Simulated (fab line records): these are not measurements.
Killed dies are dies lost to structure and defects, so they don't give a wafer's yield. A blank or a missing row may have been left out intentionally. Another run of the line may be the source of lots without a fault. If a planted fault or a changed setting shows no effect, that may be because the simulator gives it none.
A struck lot beside a sound one || flow n5Finfet || 27 steps out of a route of 1938
Sound: wafers L779.2, L779.5, L779.6. Struck: wafers L786.1, L786.4, L786.6. The cause is named last.
Each step with rows lists, per side, the tool, then ch with its chambers, then its first start. Under that, the readings that differ: sound wafers || struck wafers || difference of the means || sigmas: that difference in standard deviations of wafers without a fault.
alike: readings whose means differ by less than 2 such deviations, and words and numbers that are the same on both sides. not compared: withheld readings, readings that some wafer has no value for, bounds like >300 that may hide the same value, and numbers for which the record gives no deviation and whose values overlap.
A row with sigmas, a row that says differs or no value, or rows on one side alone: a step with any of these is where the two part. Non-overlapping numbers with no deviation appear without sigmas and do not part them. Lack of a reading on every wafer of one side parts them only where that side has two or more wafers.

N5_GATE_CUT_ETCHBACK_00: etches W in SF6/Cl2.
  sound on rieMetal-02 ch 0,1, day 7 02:31; struck on rieMetal-01 ch 1, day 8 14:58
  alike: SF6_flow_sccm, drypumpMotorCurrentA, oesProductAu, throttleValvePct
  not compared: rfHoursCounterH
then, 2 steps without rows for these wafers: N5_GATE_CUT_ETCH_56 (etches TiN in Cl2/Ar, target depth 21.6 nm); N5_GATE_CUT_ETCHBACK_30 (etches TiN in Cl2/Ar, target depth 3 nm).
N5_GATE_CUT_VAPOR_ETCH_60: etches HfO2 in BCl3/Cl2.
  sound on rieMetal-02 ch 0,1, day 7 02:45; struck on rieMetal-01 ch 1, day 8 15:13
  alike: drypumpMotorCurrentA, oesProductAu
then, 5 steps without rows for these wafers: N5_GATE_CUT_ETCH_58 (etches SiNx in CH3F/O2, target depth 17 nm, time 128.6 s); N5_GATE_CUT_STRIP_59 (strips in N2/H2, time 20 s); N5_GATE_CUT_PRECLEAN_31 (cleans in DIW, time 300 s); N5_GATE_CUT_SRD_32 (time 30 s); N5_GATE_CUT_SAC_CAP_01 (material SiNx, target thk 24 nm, pulse time 1 s, ald cycles 480).
N5_GATE_CUT_PECVD_57: deposits SiNx from SiH4/NH3/N2, target thk 21 nm.
  sound on pecvd-03 ch 0,1,2, day 7 05:19; struck on pecvd-03 ch 0,1,2, day 8 19:19
  alike: heaterPowerW, showerheadPlenumPTorr, throttleValvePct
N5_GATE_CUT_CMP_02: polishes, stops on SiO2, t overpolish 12.7 s, target thk 0 nm.
  sound on cmp-02 ch 0,3, day 7 05:26; struck on cmp-02 ch 2,3, day 8 19:23
  alike: edgeZonePressureFrac, headPressurePsi, motorCurrentA, overpolishRunS, slurryFlowMlMin, timeToEndpointS
N5_GATE_CUT_HM_DEP_46: deposits SiO2 from TEOS/O2, target thk 130 nm, time 26.6 s.
  sound on pecvd-02 ch 0,1, day 7 05:43; struck on pecvd-02 ch 0,1,2, day 8 19:44
  alike: heaterPowerW, showerheadPlenumPTorr, throttleValvePct
then, 9 steps without rows for these wafers: N5_GATE_CUT_COAT_34 (time 60 s, resist thk 60 nm); N5_GATE_CUT_COAT_35 (time 60 s, resist thk 10 nm); N5_GATE_CUT_COAT_27 (time 60 s, resist thk 10 nm); N5_GATE_CUT_COAT_07 (resist thk 30 nm); N5_GATE_CUT_EBR_09; N5_GATE_CUT_SOFTBAKE_08 (time 60 s); N5_GATE_CUT_EXPOSE_10 (exposes mask GATE CUT, target cd 20 nm); N5_GATE_CUT_PEB_11 (peb time 60 s); N5_GATE_CUT_DEVELOP_12 (develop time 30 s).
N5_GATE_CUT_CD_MEAS_13: the cd target is 20 nm.
  sound on cdSem-02 ch 0, day 7 06:11; struck on cdSem-01 ch 0, day 8 20:11
  alike: cdNm
N5_GATE_CUT_OVL_MEAS_14:
  sound on overlay-02 ch 0, day 7 06:13; struck on overlay-02 ch 0, day 8 20:13
  alike: GATE_CUT_OVL
N5_GATE_CUT_INSPECT_15: inspects for defects (brightfield).
  sound on defectInspect-01, day 7 06:16; struck on defectInspect-01, day 8 20:17
{"reading": "rawDefectCount", "sound": "161 108 82", "struck": "1129 1106 1175", "difference": "+1020", "sigmas": "+25"}
N5_GATE_CUT_DESCUM_18: chemistry O2, time 7 s.
  sound on rieDiel-01 ch 0,1,3, day 7 06:19; struck on rieDiel-05 ch 0,1,2, day 8 20:19
  alike: drypumpMotorCurrentA, oesProductAu, rfVppV, showerheadPlenumPTorr, throttleValvePct
  not compared: rfHoursCounterH
-- a jump in the record: the struck wafers' starts before and after are 4 days apart (it breaks off in module GATE_CUT and resumes in module BEOL_M4, where the first step shown is number 1111 of the route) --
N5_BEOL_M4_RC_MEAS_101:
  sound on prober-01 ch 0, day 10 21:40; struck on prober-02 ch 0, day 12 17:56
  alike: DIBL_N, DIBL_P, IOFF_N, IOFF_P, ION_N, ION_P, SS_N, SS_P, VT_N, VT_P
-- record jumps: 5 days separate the struck wafers' starts on either side; left off in module BEOL_M4, taken up again in module PASSIVATION, whose first shown step is the route's number 1936 --
N5_PASSIVATION_PROBE_49:
  rows exist in the record for the struck wafers here (prober-02, day 17 09:50), but not for the sound ones

== WHERE THEY PART ==
Earliest at N5_GATE_CUT_INSPECT_15; latest, in this record, at N5_PASSIVATION_PROBE_49.

WHY: the cause the simulator had injected
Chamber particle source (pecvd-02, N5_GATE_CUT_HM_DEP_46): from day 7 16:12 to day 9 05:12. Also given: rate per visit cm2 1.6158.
